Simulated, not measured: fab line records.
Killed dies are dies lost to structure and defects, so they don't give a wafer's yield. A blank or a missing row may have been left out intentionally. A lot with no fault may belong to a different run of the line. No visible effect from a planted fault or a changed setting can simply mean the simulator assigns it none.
Chamber matching + flow nand_harc + NHARC_P_GATE_DESCUM_93 on rie_diel-06 has 4 sister chambers
The step chemistry O2, time 3 s. 4 wafers are shown with their chamber, then 8 later ones without.

## WAFERS PAIRED WITH THEIR CHAMBERS
| wafer  | chamber | drypump_motor_current_A (A) |
|--------|---------|-----------------------------|
| L081.5 | 0       | 5.5                         |
| L086.1 | 3       | 6.0                         |
| L086.5 | 2       | 5.8                         |
| L091.1 | 1       | 6.7                         |

## WAFERS WHOSE CHAMBER IS MISSING
| wafer  | drypump_motor_current_A (A) |
|--------|-----------------------------|
| L091.4 | 6.1                         |
| L091.5 | 5.6                         |
| L096.2 | 6.0                         |
| L096.3 | 6.7                         |
| L096.5 | 5.8                         |
| L097.2 | 6.0                         |
| L097.3 | 6.7                         |
| L097.5 | 6.7                         |

## WHICH CHAMBER EACH ONE RAN IN
| wafer  | from the rows above | in truth |
|--------|---------------------|----------|
| L091.4 | 3                   | 3        |
| L091.5 | 0                   | 0        |
| L096.2 | 3                   | 3        |
| L096.3 | 1                   | 1        |
| L096.5 | 2                   | 2        |
| L097.2 | 3                   | 3        |
| L097.3 | 1                   | 1        |
| L097.5 | 1                   | 1        |
8 of 8 placed correctly. From these rows, 0 cannot be placed. 0 placed wrongly.
How it was worked out, from the rows above alone: a wafer's distance from a chamber is the root of the sum, over the readings, of the square of ((its reading less the chamber's mean) divided by the reading's scatter). If the next closest chamber is less than 2 further off than the closest, the wafer can't be placed; otherwise it belongs to the closest. For every chamber, the mean is computed from those of its wafers that are shown. The scatter (one wafer shown for each chamber): square how far every hidden wafer sits from the nearest shown wafer, average those squares and take the square root.
